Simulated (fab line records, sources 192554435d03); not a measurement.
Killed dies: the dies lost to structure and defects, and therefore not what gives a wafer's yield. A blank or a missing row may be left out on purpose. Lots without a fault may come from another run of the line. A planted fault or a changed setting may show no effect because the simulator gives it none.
Chamber matching -- flow n5Finfet -- aldSin-02 running N5_FIN_SAQP_ALD_61: 4 sister chambers
The step deposits SiO2, target thk 4 nm, pulse time 1 s, purge time 2 s. 8 wafers are shown with their chamber, then 8 later ones without.

## WAFERS, EACH WITH ITS CHAMBER
wafer,chamber,heaterPowerW (W),precursorPulseHeightRel
L074.2,3,408,1.010
L079.4,2,398,0.982
L080.3,1,384,0.995
L080.6,0,544,1.005
L084.1,1,396,1.036
L084.2,0,526,1.021
L084.4,3,414,0.979
L091.1,2,400,0.983

## WAFERS WITHOUT THEIR CHAMBER
wafer,heaterPowerW (W),precursorPulseHeightRel
L091.4,537,1.012
L091.5,392,1.009
L096.1,424,1.000
L096.2,543,0.985
L096.3,391,0.995
L097.3,393,1.018
L097.4,530,0.985
L097.6,395,0.997

## WHICH CHAMBER EACH WENT THROUGH
wafer,from the rows above,in truth
L091.4,0,0
L091.5,can't be placed: 1 or 2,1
L096.1,can't be placed: 3 or 2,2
L096.2,0,0
L096.3,can't be placed: 1 or 2 or 3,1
L097.3,can't be placed: 1 or 2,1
L097.4,0,0
L097.6,can't be placed: 2 or 1 or 3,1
Correctly placed: 3 of 8. Can't be placed from these rows: 5 (the true chamber is among the candidates in 5). Number placed wrongly: 0.
How it was worked out, from the rows above alone: a wafer's distance from a chamber is the root of the sum, over the readings, of the square of ((its reading less the chamber's mean) divided by the reading's scatter). If the next closest chamber is less than 2 further off than the closest, the wafer can't be placed; otherwise it belongs to the closest. Each chamber's mean is taken over the wafers shown for it. The scatter is the square root of a quotient: the sum, over the shown wafers, of each reading's squared deviation from its chamber's mean, divided by wafers minus chambers.
